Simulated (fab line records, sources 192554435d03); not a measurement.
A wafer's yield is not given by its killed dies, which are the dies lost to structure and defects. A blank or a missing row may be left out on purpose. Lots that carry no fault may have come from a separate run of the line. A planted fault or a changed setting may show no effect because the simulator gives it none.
A struck lot beside a sound one ; flow n5 finfet ; 15 out of 1938 route steps
Sound: wafers L504.2, L504.3, L504.5. Struck: wafer L514.2 (L514.1, L514.5, from the same lot, were not struck and are left out); the cause is given at the end.
Per side, at each step with rows, come the tool, then ch with its chambers, and then its first start. Under that, the readings that differ: sound wafers ; struck wafers ; difference of the means ; sigmas: that difference in standard deviations of wafers without a fault.
alike: words and numbers the same on both sides, and readings whose means are apart by under 2 such deviations; not compared: readings that were withheld, readings missing a value for some wafer, numbers with overlapping values and no deviation given by the record, and bounds like >300 which may hide the same value.
A row with sigmas, a row that says differs or no value, or rows on one side alone: a step with any of these is where the two part. Numbers that don't overlap but have no deviation are shown without sigmas and don't part them. Lack of a reading on every wafer of one side parts them only where that side has two or more wafers.

N5_BEOL_M15_SPUTTER_45: material Cu, target thk 100 nm, time 16.67 s.
  sound: pvd sputter-02 at day 13 01:28; struck: pvd sputter-01 at day 15 08:43
  alike: throttle valve pct
then, 2 steps without rows for these wafers: N5_BEOL_M15_ECD_47 (material Cu, target thk 1860 nm); N5_BEOL_M15_ANNEAL_48 (time 90 s).
N5_BEOL_M15_CMP_49: polishes, stops on SiO2, t overpolish 4.9 s, target thk 850 nm.
  sound on cmp-04 ch 0,2, day 13 02:11; struck on cmp-01 ch 2, day 15 09:47
  alike: barrier field endpoint s, motor current A, overpolish run s
N5_BEOL_M15_THK_MEAS_50: measures by xrf.
  sound: film metro-01 at day 13 02:29; struck: film metro-01 at day 15 10:06
  alike: M15_THK
then, 1 step without rows for these wafers: N5_BEOL_M15_PRE_CLEAN_52 (time 15 s).
N5_BEOL_M15_DEP_53: deposits SiCN from 3MS/NH3, target thk 50 nm, time 17.8 s.
  sound on pecvd-02 ch 1,2, day 13 02:32; struck on pecvd-02 ch 2, day 15 10:10
  alike: chamber pressure Torr, showerhead plenum p Torr, throttle valve pct
N5_BEOL_M15_RS_MEAS_54: a four-point-probe measurement.
  sound: film metro-02 at day 13 02:37; struck: film metro-02 at day 15 10:14
  alike: M15_RS
N5_BEOL_M15_INSPECT_55: inspects for defects (darkfield).
  sound: defect inspect-02 at day 13 02:38; struck: defect inspect-02 at day 15 10:15
  alike: raw defect count
N5_BEOL_M15_RC_MEAS_101:
  sound on prober-02 ch 0, day 13 02:49; struck on prober-01 ch 0, day 15 10:17
reading;sound;struck;difference;sigmas
COMB_M5 (S/m);3.4e-11 3.7e-11 2.9e-11;5.2e-11;+1.9e-11;+2
COMB_M5_max_site (S/m);4e-11 4.3e-11 3.5e-11;8.1e-11;+4.2e-11;+3
SERP_M8 (ohm/um);13.8 14.2 13.7;12.9;-1.0;-2
  alike: COMB_M10, COMB_M11, COMB_M12, COMB_M13, COMB_M14, COMB_M15, COMB_M6, COMB_M6_max_site, COMB_M7, COMB_M8, COMB_M9, SERP_M10, SERP_M11, SERP_M12, SERP_M13, SERP_M14, SERP_M5, SERP_M6, SERP_M7, SERP_M9, SERP_M9_max_site
N5_PASSIVATION_PECVD_00: deposits SiO2 from SiH4/N2O, target thk 200 nm, time 11.2 s.
  sound on pecvd-04 ch 1,2, day 13 03:37; struck on pecvd-03 ch 1, day 15 11:14
  alike: chamber pressure Torr, heater power w, showerhead plenum p Torr, throttle valve pct
then, 1 step without rows for these wafers: N5_MIM_BOT_DEGAS_01 (time 60 s).
N5_MIM_BOT_SPUTTER_00: material TiN, target thk 35 nm, time 89.7 s.
  sound: pvd sputter-02 at day 13 04:47; struck: pvd sputter-01 at day 15 11:29
reading;sound;struck;difference;sigmas
model.TiN_of_MIM_BOT_SPUTTER_00.thk nm (nm);35.6 35.4 35.4;36.2;+0.7;
  alike: throttle valve pct
N5_MIM_TOP_ALD_00: deposits Al2O3, purge time 3 s, co reactant pulse time 3 s.
  sound on ald hk-03 ch 0,2, day 13 04:53; struck on ald hk-02 ch 3, day 15 11:35
  alike: precursor pulse height rel
N5_PASSIVATION_PROBE_49:
  the record has rows for the sound wafers here (prober-01, day 13 17:20) and none for the struck ones

== WHERE THEY PART ==
Earliest at N5_BEOL_M15_RC_MEAS_101; latest, in this record, at N5_PASSIVATION_PROBE_49.

WHY: whatever the simulator had introduced
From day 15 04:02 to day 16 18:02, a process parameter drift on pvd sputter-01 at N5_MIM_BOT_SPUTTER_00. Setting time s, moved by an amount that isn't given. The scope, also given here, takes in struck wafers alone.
